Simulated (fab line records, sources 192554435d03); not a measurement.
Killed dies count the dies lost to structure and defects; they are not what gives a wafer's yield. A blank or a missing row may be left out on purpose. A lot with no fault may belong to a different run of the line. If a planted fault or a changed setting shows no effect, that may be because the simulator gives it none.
fab line records	flow n5-finfet
record: lots: 24	wafers: 72	last-day: 19
route steps=1938 shown BEOL_M14@1746 BEOL_M15@1783
lots with no fault: from the same line, run without faults
start-h: hours from the record's first day to the start of the lot's first wafer shown	wait-h: how many hours have passed since the lot's step before this one	" identical to the entry in the row above	L1.1+2: several wafers, shown together as one row	- value missing, or start not given	* or withheld: withheld	< > ~ a bound
route shown NAME@n: NAME is a module with steps in the file, n the number in the route of the first one	usual: mean/standard deviation of fault-free wafers	same: alike in all rows	chamber/n: place in a boat	sites: readings site by site	_std_site: their standard deviation	_edge_site: mean of outer sites minus mean of inner sites	radius-mm: for every site, how far away it sits from the centre of the wafer	mask NAME#n: copy n	behind: tool/chamber where the wafer was last shaped	hold: what put the lot on hold/how long, in hours/how the hold closed	device: transistor that didn't switch, given as n, p or np	end of line: tests of these same wafers at the route's end	where a step has no rows: the recipe by itself	killed: dies that structure and defects cost at the first sort, which is not the same as the wafer's yield	map: shows each die of a wafer: x if killed, . if not, _ if none is there
set.NAME: the setting the step ran with; set.NAME@STEP: the setting that earlier step ran with	model.NAME: the simulator's own value behind a step, which no gauge read
the route's steps for a sample of lots (tables are steps, rows are wafers)
services: a tool's chamber out of use, with start hour (start-h, from the record's first day; less than 0 if before it), hours out, and reason
== steps ==
step: N5_BEOL_M14_CD_MEAS_28
recipe: target-cd-nm: 284.4	landing-energy-ev: 500	detector: se-inlens
usual: cd-nm: 285.8/2.6
lot.wafer	tool	chamber	start-h	wait-h	cd-nm
L074.2	cd-sem-01	0	255.76	-	286.9
L074.3	"	0	"	"	289.9
L074.5	"	0	"	"	283.9
L075.3	cd-sem-03	0	266.04	-	284.2
L075.4	"	0	"	"	281.8
L075.6	"	0	"	"	281.1
L076.1	cd-sem-02	0	266.43	-	282.9
L076.2	"	0	"	"	282.5
L076.6	"	0	"	"	284.9
L078.1	cd-sem-02	0	276.80	-	287.8
L078.2	"	0	"	"	288.2
L078.4	"	0	"	"	287.5
L077.3	cd-sem-02	0	277.59	-	286.4
L077.4	"	0	"	"	286.7
L077.5	"	0	"	"	287.9
L080.1	cd-sem-01	0	293.69	-	282.4
L080.2	"	0	"	"	285.6
L080.6	"	0	"	"	281.3
L081.1	cd-sem-03	0	297.74	-	285.6
L081.4	"	0	"	"	284.3
L081.6	"	0	"	"	284.7
L079.1	cd-sem-01	0	297.94	-	289.1
L079.3	"	0	"	"	288.2
L079.6	"	0	"	"	289.5
L083.2	cd-sem-01	0	313.38	-	282.7
L083.3	"	0	"	"	283.0
L083.4	"	0	"	"	281.9
L082.2	cd-sem-01	0	314.50	-	286.4
L082.4	"	0	"	"	286.7
L082.5	"	0	"	"	285.2
L086.1	cd-sem-02	0	320.74	-	283.2
L086.3	"	0	"	"	286.5
L086.5	"	0	"	"	289.3
L084.4	cd-sem-02	0	320.90	-	289.7
L084.5	"	0	"	"	290.4
L084.6	"	0	"	"	283.7
L085.3	cd-sem-02	0	330.46	-	284.3
L085.4	"	0	"	"	288.3
L085.5	"	0	"	"	285.7
L089.1	cd-sem-01	0	350.42	-	286.4
L089.2	"	0	"	"	288.9
L089.6	"	0	"	"	284.9
L088.1	cd-sem-01	0	351.01	-	281.6
L088.3	"	0	"	"	282.9
L088.4	"	0	"	"	286.0
L087.3	cd-sem-01	0	361.18	-	283.1
L087.4	"	0	"	"	287.9
L087.6	"	0	"	"	285.6
L090.1	cd-sem-01	0	364.28	-	288.4
L090.2	"	0	"	"	286.8
L090.4	"	0	"	"	286.3
L091.4	cd-sem-03	0	370.93	-	291.3
L091.5	"	0	"	"	288.7
L091.6	"	0	"	"	292.8
L093.1	cd-sem-02	0	384.82	-	287.3
L093.2	"	0	"	"	284.5
L093.5	"	0	"	"	282.5
L092.1	cd-sem-01	0	388.30	-	285.3
L092.3	"	0	"	"	284.0
L092.4	"	0	"	"	286.9
L094.1	cd-sem-01	0	402.56	-	282.6
L094.3	"	0	"	"	283.3
L094.5	"	0	"	"	285.2
L095.4	cd-sem-03	0	402.74	-	283.3
L095.5	"	0	"	"	287.0
L095.6	"	0	"	"	285.3
L097.2	cd-sem-03	0	409.18	-	289.5
L097.3	"	0	"	"	285.8
L097.5	"	0	"	"	288.5
L096.3	cd-sem-01	0	409.36	-	287.0
L096.5	"	0	"	"	286.3
L096.6	"	0	"	"	285.5
step: N5_BEOL_M14_OCD_MEAS_35
usual: trench-depth-nm: 557/22
lot.wafer	tool	chamber	start-h	wait-h	trench-depth-nm
L074.2	ocd-01	-	256.46	0.0	548
L074.3	"	-	"	"	562
L074.5	"	-	"	"	538
L075.3	ocd-02	-	266.89	0.0	578
L075.4	"	-	"	"	559
L075.6	"	-	"	"	559
L076.1	ocd-02	-	267.55	0.0	552
L076.2	"	-	"	"	574
L076.6	"	-	"	"	591
L078.1	ocd-01	-	277.50	0.0	562
L078.2	"	-	"	"	515
L078.4	"	-	"	"	555
L077.3	ocd-02	-	278.29	0.0	566
L077.4	"	-	"	"	561
L077.5	"	-	"	"	574
L080.1	ocd-01	-	294.51	0.0	543
L080.2	"	-	"	"	575
L080.6	"	-	"	"	553
L081.1	ocd-02	-	298.49	0.0	590
L081.4	"	-	"	"	571
L081.6	"	-	"	"	569
L079.1	ocd-01	-	298.91	0.0	539
L079.3	"	-	"	"	574
L079.6	"	-	"	"	565
L083.2	ocd-01	-	314.08	0.0	544
L083.3	"	-	"	"	572
L083.4	"	-	"	"	544
L082.2	ocd-01	-	315.44	0.0	546
L082.4	"	-	"	"	573
L082.5	"	-	"	"	591
L086.1	ocd-01	-	321.43	0.0	551
L086.3	"	-	"	"	579
L086.5	"	-	"	"	561
L084.4	ocd-02	-	321.60	0.0	569
L084.5	"	-	"	"	520
L084.6	"	-	"	"	570
L085.3	ocd-02	-	331.16	0.0	584
L085.4	"	-	"	"	592
L085.5	"	-	"	"	587
L089.1	ocd-02	-	351.33	0.0	575
L089.2	"	-	"	"	535
L089.6	"	-	"	"	534
L088.1	ocd-02	-	352.21	0.0	562
L088.3	"	-	"	"	546
L088.4	"	-	"	"	504
L087.3	ocd-01	-	361.88	0.0	512
L087.4	"	-	"	"	558
L087.6	"	-	"	"	552
L090.1	ocd-02	-	364.97	0.0	505
L090.2	"	-	"	"	555
L090.4	"	-	"	"	511
L091.4	ocd-02	-	371.63	0.0	556
L091.5	"	-	"	"	570
L091.6	"	-	"	"	545
L093.1	ocd-01	-	385.52	0.0	556
L093.2	"	-	"	"	558
L093.5	"	-	"	"	552
L092.1	ocd-01	-	389.09	0.0	554
L092.3	"	-	"	"	562
L092.4	"	-	"	"	511
L094.1	ocd-02	-	403.26	0.0	563
L094.3	"	-	"	"	570
L094.5	"	-	"	"	564
L095.4	ocd-01	-	403.44	0.0	564
L095.5	"	-	"	"	564
L095.6	"	-	"	"	544
L097.2	ocd-02	-	409.88	0.0	532
L097.3	"	-	"	"	569
L097.5	"	-	"	"	573
L096.3	ocd-02	-	410.06	0.0	555
L096.5	"	-	"	"	570
L096.6	"	-	"	"	538
step: N5_BEOL_M14_STRIP_37
recipe: chemistry: O2	power-w: 600	temp-c: 60	pressure-mtorr: 30	rf-frequency-hz: 6e+07	bias-power-w: 0	overash-fraction: 0.3	o2-flow-sccm: 225
usual: drypump-motor-current-A: 5.5/0.44	oes-product-au: 0.78/0.067	rf-vpp-V: 3.6/1.1	showerhead-plenum-p-Torr: 2.11/0.073	throttle-valve-pct: 16.69/0.17
lot.wafer	tool	chamber	start-h	wait-h	drypump-motor-current-A	oes-product-au	rf-hours-counter-h	rf-vpp-V	showerhead-plenum-p-Torr	throttle-valve-pct
L074.2	rie-diel-01	1	260.78	4.3	5.7	0.79	124	4.2	2.02	16.52
L074.3	"	2	"	"	5.6	0.78	119	4.9	2.11	16.61
L074.5	"	1	"	"	5.8	0.78	-	5.6	2.02	16.55
L076.1	rie-diel-02	1	271.78	4.2	5.2	0.73	158	3.5	2.08	16.59
L076.2	"	0	"	"	6.2	0.75	154	3.5	1.98	16.66
L076.6	"	3	"	"	4.8	0.82	-	3.0	2.15	16.88
L075.3	rie-diel-04	0	271.82	4.9	5.5	0.91	23	4.7	2.25	16.46
L075.4	"	1	"	"	5.8	0.78	150	1.9	2.13	16.78
L075.6	"	1	"	"	5.8	0.77	-	4.5	2.13	16.76
L078.1	rie-diel-04	2	279.26	1.8	4.7	0.85	56	3.9	2.12	16.65
L078.2	"	1	"	"	5.8	0.77	152	2.3	2.13	16.76
L078.4	"	0	"	"	5.6	0.91	25	3.1	2.25	16.47
L077.3	rie-diel-02	0	279.86	1.6	6.2	0.76	156	4.4	1.98	16.68
L077.4	"	2	"	"	5.8	0.75	135	5.8	2.16	16.46
L077.5	"	2	"	"	5.8	0.74	-	2.8	2.16	16.45
L080.1	rie-diel-01	1	294.90	0.4	5.7	0.76	136	5.0	2.02	16.58
L080.2	"	2	"	"	5.6	0.77	130	2.7	2.11	16.60
L080.6	"	3	"	"	5.4	0.72	-	2.3	2.01	16.96
L081.1	rie-diel-02	0	298.73	0.2	6.1	0.76	164	2.8	1.98	16.67
L081.4	"	3	"	"	4.9	0.80	90	4.5	2.15	16.87
L081.6	"	2	"	"	5.8	0.73	-	4.1	2.15	16.46
L079.1	rie-diel-01	3	304.01	5.1	5.4	0.71	174	3.8	2.01	16.97
L079.3	"	1	"	"	5.7	0.75	140	2.4	2.02	16.52
L079.6	"	1	"	"	5.8	0.75	-	3.6	2.02	16.54
L083.2	rie-diel-04	3	314.12	0.0	5.7	0.67	250	3.1	2.15	16.80
L083.3	"	0	"	"	5.5	0.89	39	4.5	2.24	16.45
L083.4	"	0	"	"	5.6	0.88	-	3.3	2.24	16.46
L082.2	rie-diel-01	3	315.76	0.3	5.4	0.71	178	3.4	2.01	16.97
L082.4	"	2	"	"	5.6	0.76	137	2.1	2.11	16.67
L082.5	"	1	"	"	5.8	0.75	-	2.1	2.02	16.57
L086.1	rie-diel-02	0	321.60	0.2	6.2	0.74	172	4.0	1.98	16.69
L086.3	"	1	"	"	5.2	0.70	176	5.9	2.08	16.61
L086.5	"	3	"	"	4.8	0.78	-	3.8	2.15	16.92
L084.4	rie-diel-04	2	323.87	2.3	4.7	0.83	-	3.7	2.11	16.71
L084.5	"	0	"	"	5.6	0.88	-	4.0	2.24	16.49
L084.6	"	1	"	"	5.8	0.76	-	2.6	2.12	16.76
L085.3	rie-diel-04	0	332.38	1.2	5.5	0.87	47	2.9	2.24	16.49
L085.4	"	3	"	"	5.6	0.99	0	3.5	2.15	16.39
L085.5	"	1	"	"	5.8	0.73	-	3.2	2.12	16.82
L089.1	rie-diel-04	2	353.77	2.4	4.7	0.82	85	5.4	2.11	16.73
L089.2	"	1	"	"	5.7	0.75	175	4.3	2.12	16.80
L089.6	"	2	"	"	4.7	0.81	-	4.3	2.11	16.70
L088.1	rie-diel-02	3	354.23	2.0	4.9	0.78	109	4.3	2.14	16.93
L088.3	"	2	"	"	5.8	0.71	162	3.1	2.15	16.48
L088.4	"	1	"	"	5.2	0.71	186	3.1	2.07	16.66
L087.3	rie-diel-02	2	361.94	0.1	5.8	0.71	165	3.8	2.14	16.46
L087.4	"	1	"	"	5.2	0.69	-	4.7	2.07	16.66
L087.6	"	0	"	"	6.1	0.73	-	4.4	1.97	16.73
L090.1	rie-diel-04	1	365.24	0.3	5.8	0.76	180	4.2	2.12	16.83
L090.2	"	3	"	"	5.6	0.93	11	4.0	2.15	16.43
L090.4	"	3	"	"	5.7	0.92	-	4.0	2.15	16.43
L091.4	rie-diel-04	0	374.16	2.5	5.6	0.85	-	4.4	2.23	16.53
L091.5	"	1	"	"	5.8	0.74	-	4.3	2.12	16.83
L091.6	"	3	"	"	5.7	0.91	-	2.8	2.15	16.40
L093.1	rie-diel-04	3	386.82	1.3	5.6	0.91	18	3.4	2.15	16.43
L093.2	"	1	"	"	5.7	0.74	186	2.4	2.11	16.85
L093.5	"	3	"	"	5.6	0.92	-	4.0	2.14	16.43
L092.1	rie-diel-01	1	389.94	0.9	5.7	0.73	169	2.4	2.01	16.61
L092.3	"	2	"	"	5.6	0.73	162	3.6	2.10	16.68
L092.4	"	3	"	"	5.4	0.69	203	3.5	2.00	16.97
L094.1	rie-diel-02	3	405.62	2.4	4.9	0.77	120	6.0	2.14	16.95
L094.3	"	0	"	"	6.1	0.71	201	2.8	1.97	16.74
L094.5	"	3	"	"	4.8	0.76	-	4.1	2.14	16.95
L095.4	rie-diel-04	1	405.66	2.2	5.8	0.74	192	2.5	2.11	16.85
L095.5	"	2	"	"	4.7	0.81	-	5.1	2.10	16.74
L095.6	"	1	"	"	5.8	0.74	-	3.3	2.11	16.87
L097.2	rie-diel-02	3	418.32	8.4	4.9	0.76	126	4.5	2.13	16.99
L097.3	"	1	"	"	5.2	0.69	211	4.2	2.06	16.70
L097.5	"	3	"	"	4.9	0.75	-	5.5	2.14	16.94
L096.3	rie-diel-04	3	418.36	8.3	5.6	0.90	28	4.6	2.14	16.47
L096.5	"	1	"	"	5.8	0.74	-	3.0	2.11	16.85
L096.6	"	0	"	"	5.6	0.83	-	1.9	2.23	16.52
step: N5_BEOL_M14_RS_MEAS_54
recipe: thk-meas-gauge: four-point-probe	reads: Cu_of_BEOL_M14_ECD_47+Ta_of_BEOL_M14_SPUTTER_44+TaN_of_BEOL_M14_SPUTTER_43
usual: M14_RS: 0.0332/0.0014
lot.wafer	tool	chamber	start-h	wait-h	M14_RS[ohm/sq]
L074.2	film-metro-02	-	262.81	0.1	0.0338
L074.3	"	-	"	"	0.0328
L074.5	"	-	"	"	0.0344
L076.1	film-metro-01	-	273.51	0.0	0.0333
L076.2	"	-	"	"	0.0321
L076.6	"	-	"	"	0.0311
L075.3	film-metro-01	-	273.63	0.1	0.0319
L075.4	"	-	"	"	0.0328
L075.6	"	-	"	"	0.0329
L078.1	film-metro-01	-	280.90	0.0	0.0329
L078.2	"	-	"	"	0.0360
L078.4	"	-	"	"	0.0332
L077.3	film-metro-01	-	282.23	0.1	0.0326
L077.4	"	-	"	"	0.0329
L077.5	"	-	"	"	0.0322
L080.1	film-metro-02	-	296.65	0.1	0.0340
L080.2	"	-	"	"	0.0319
L080.6	"	-	"	"	0.0335
L081.1	film-metro-02	-	300.28	0.1	0.0313
L081.4	"	-	"	"	0.0325
L081.6	"	-	"	"	0.0326
L079.1	film-metro-02	-	306.76	0.1	0.0343
L079.3	"	-	"	"	0.0320
L079.6	"	-	"	"	0.0327
L083.2	film-metro-02	-	317.38	0.1	0.0339
L083.3	"	-	"	"	0.0323
L083.4	"	-	"	"	0.0340
L082.2	film-metro-02	-	319.74	0.1	0.0337
L082.4	"	-	"	"	0.0321
L082.5	"	-	"	"	0.0310
L086.1	film-metro-01	-	325.38	0.0	0.0334
L086.3	"	-	"	"	0.0318
L086.5	"	-	"	"	0.0327
L084.4	film-metro-02	-	327.65	0.0	0.0324
L084.5	"	-	"	"	0.0358
L084.6	"	-	"	"	0.0324
L085.3	film-metro-01	-	335.16	0.1	0.0314
L085.4	"	-	"	"	0.0311
L085.5	"	-	"	"	0.0314
L089.1	film-metro-02	-	358.32	0.0	0.0321
L089.2	"	-	"	"	0.0345
L089.6	"	-	"	"	0.0345
L088.1	film-metro-02	-	358.77	0.0	0.0329
L088.3	"	-	"	"	0.0338
L088.4	"	-	"	"	0.0368
L087.3	film-metro-02	-	364.87	0.1	0.0361
L087.4	"	-	"	"	0.0329
L087.6	"	-	"	"	0.0332
L090.1	film-metro-01	-	369.28	0.0	0.0367
L090.2	"	-	"	"	0.0331
L090.4	"	-	"	"	0.0360
L091.4	film-metro-02	-	378.86	0.0	0.0333
L091.5	"	-	"	"	0.0325
L091.6	"	-	"	"	0.0338
L093.1	film-metro-02	-	388.68	0.0	0.0332
L093.2	"	-	"	"	0.0332
L093.5	"	-	"	"	0.0334
L092.1	film-metro-01	-	391.92	0.0	0.0335
L092.3	"	-	"	"	0.0328
L092.4	"	-	"	"	0.0362
L094.1	film-metro-01	-	407.27	0.1	0.0325
L094.3	"	-	"	"	0.0322
L094.5	"	-	"	"	0.0326
L095.4	film-metro-02	-	407.31	0.1	0.0327
L095.5	"	-	"	"	0.0327
L095.6	"	-	"	"	0.0341
L097.2	film-metro-02	-	420.10	0.1	0.0347
L097.3	"	-	"	"	0.0323
L097.5	"	-	"	"	0.0321
L096.3	film-metro-01	-	420.14	0.1	0.0333
L096.5	"	-	"	"	0.0324
L096.6	"	-	"	"	0.0343
step: N5_BEOL_M15_CD_MEAS_10
recipe: target-cd-nm: 360	landing-energy-ev: 500	detector: se-inlens	polarity: opening
usual: cd-nm: 361/3.2
lot.wafer	tool	chamber	start-h	wait-h	cd-nm
L074.2	cd-sem-03	0	263.57	-	363
L074.3	"	0	"	"	362
L074.5	"	0	"	"	361
L076.1	cd-sem-02	0	274.25	-	357
L076.2	"	0	"	"	359
L076.6	"	0	"	"	359
L075.3	cd-sem-02	0	274.41	-	364
L075.4	"	0	"	"	365
L075.6	"	0	"	"	363
L078.1	cd-sem-03	0	281.52	-	360
L078.2	"	0	"	"	357
L078.4	"	0	"	"	360
L077.3	cd-sem-01	0	282.85	-	363
L077.4	"	0	"	"	363
L077.5	"	0	"	"	362
L080.1	cd-sem-03	0	297.39	-	361
L080.2	"	0	"	"	364
L080.6	"	0	"	"	363
L081.1	cd-sem-03	0	301.03	-	362
L081.4	"	0	"	"	360
L081.6	"	0	"	"	361
L079.1	cd-sem-03	0	307.38	-	360
L079.3	"	0	"	"	360
L079.6	"	0	"	"	357
L083.2	cd-sem-01	0	318.12	-	360
L083.3	"	0	"	"	356
L083.4	"	0	"	"	354
L082.2	cd-sem-02	0	320.50	-	363
L082.4	"	0	"	"	361
L082.5	"	0	"	"	362
L086.1	cd-sem-02	0	326.12	-	364
L086.3	"	0	"	"	363
L086.5	"	0	"	"	363
L084.4	cd-sem-01	0	328.50	-	357
L084.5	"	0	"	"	355
L084.6	"	0	"	"	359
L085.3	cd-sem-03	0	335.91	-	361
L085.4	"	0	"	"	361
L085.5	"	0	"	"	361
L089.1	cd-sem-03	0	359.06	-	363
L089.2	"	0	"	"	362
L089.6	"	0	"	"	362
L088.1	cd-sem-03	0	359.52	-	354
L088.3	"	0	"	"	360
L088.4	"	0	"	"	359
L087.3	cd-sem-03	0	365.61	-	362
L087.4	"	0	"	"	362
L087.6	"	0	"	"	363
L090.1	cd-sem-01	0	369.89	-	362
L090.2	"	0	"	"	356
L090.4	"	0	"	"	362
L091.4	cd-sem-02	0	379.60	-	362
L091.5	"	0	"	"	364
L091.6	"	0	"	"	363
L093.1	cd-sem-03	0	389.42	-	361
L093.2	"	0	"	"	365
L093.5	"	0	"	"	366
L092.1	cd-sem-01	0	392.54	-	358
L092.3	"	0	"	"	357
L092.4	"	0	"	"	359
L094.1	cd-sem-03	0	407.89	-	356
L094.3	"	0	"	"	363
L094.5	"	0	"	"	363
L095.4	cd-sem-01	0	408.06	-	365
L095.5	"	0	"	"	364
L095.6	"	0	"	"	362
L097.2	cd-sem-02	0	420.71	-	358
L097.3	"	0	"	"	359
L097.5	"	0	"	"	355
L096.3	cd-sem-03	0	420.75	-	356
L096.5	"	0	"	"	363
L096.6	"	0	"	"	362
step: N5_BEOL_M15_INSPECT_12
recipe: mode: adi	inspect-instrument: macro
usual: raw-defect-count: 1.9/1.4
lot.wafer	tool	chamber	start-h	wait-h	raw-defect-count
L074.2	defect-inspect-02	-	263.62	0.0	4
L074.3	"	-	"	"	0
L074.5	"	-	"	"	3
L076.1	defect-inspect-01	-	274.30	0.0	1
L076.2	"	-	"	"	2
L076.6	"	-	"	"	2
L075.3	defect-inspect-02	-	274.46	0.0	2
L075.4	"	-	"	"	2
L075.6	"	-	"	"	1
L078.1	defect-inspect-01	-	281.57	0.0	2
L078.2	"	-	"	"	2
L078.4	"	-	"	"	1
L077.3	defect-inspect-01	-	282.90	0.0	0
L077.4	"	-	"	"	2
L077.5	"	-	"	"	1
L080.1	defect-inspect-01	-	297.45	0.0	1
L080.2	"	-	"	"	0
L080.6	"	-	"	"	2
L081.1	defect-inspect-01	-	301.08	0.0	4
L081.4	"	-	"	"	1
L081.6	"	-	"	"	2
L079.1	defect-inspect-01	-	307.44	0.0	2
L079.3	"	-	"	"	2
L079.6	"	-	"	"	4
L083.2	defect-inspect-02	-	318.17	0.0	0
L083.3	"	-	"	"	4
L083.4	"	-	"	"	1
L082.2	defect-inspect-02	-	320.55	0.0	0
L082.4	"	-	"	"	0
L082.5	"	-	"	"	1
L086.1	defect-inspect-02	-	326.17	0.0	4
L086.3	"	-	"	"	2
L086.5	"	-	"	"	3
L084.4	defect-inspect-01	-	328.55	0.0	2
L084.5	"	-	"	"	1
L084.6	"	-	"	"	1
L085.3	defect-inspect-01	-	335.96	0.0	3
L085.4	"	-	"	"	2
L085.5	"	-	"	"	4
L089.1	defect-inspect-01	-	359.12	0.0	4
L089.2	"	-	"	"	1
L089.6	"	-	"	"	0
L088.1	defect-inspect-01	-	359.57	0.0	1
L088.3	"	-	"	"	1
L088.4	"	-	"	"	1
L087.3	defect-inspect-01	-	365.66	0.0	1
L087.4	"	-	"	"	1
L087.6	"	-	"	"	0
L090.1	defect-inspect-01	-	369.95	0.0	1
L090.2	"	-	"	"	0
L090.4	"	-	"	"	1
L091.4	defect-inspect-02	-	379.65	0.0	1
L091.5	"	-	"	"	1
L091.6	"	-	"	"	2
L093.1	defect-inspect-01	-	389.48	0.0	3
L093.2	"	-	"	"	2
L093.5	"	-	"	"	8
L092.1	defect-inspect-02	-	392.59	0.0	3
L092.3	"	-	"	"	1
L092.4	"	-	"	"	4
L094.1	defect-inspect-02	-	407.94	0.0	2
L094.3	"	-	"	"	2
L094.5	"	-	"	"	1
L095.4	defect-inspect-02	-	408.11	0.0	2
L095.5	"	-	"	"	5
L095.6	"	-	"	"	1
L097.2	defect-inspect-02	-	420.77	0.0	1
L097.3	"	-	"	"	0
L097.5	"	-	"	"	2
L096.3	defect-inspect-01	-	420.81	0.0	3
L096.5	"	-	"	"	4
L096.6	"	-	"	"	1
== services ==
tool	chamber	start-h	hours	kind
rie-diel-02	2	251.79	2.0	repair
rie-diel-02	0	254.07	3.1	repair
rie-diel-04	1	304.65	10.7	repair
rie-diel-04	3	315.41	-	clean
rie-diel-04	3	315.41	-	consumable-replace:focus-ring
rie-diel-02	-	322.87	0.1	repair
rie-diel-04	-	344.56	3.4	repair
rie-diel-02	3	357.61	11.6	repair
rie-diel-04	0	361.76	5.4	repair
rie-diel-04	2	370.83	6.1	repair
rie-diel-02	2	402.16	18.0	repair
== key ==
fault none
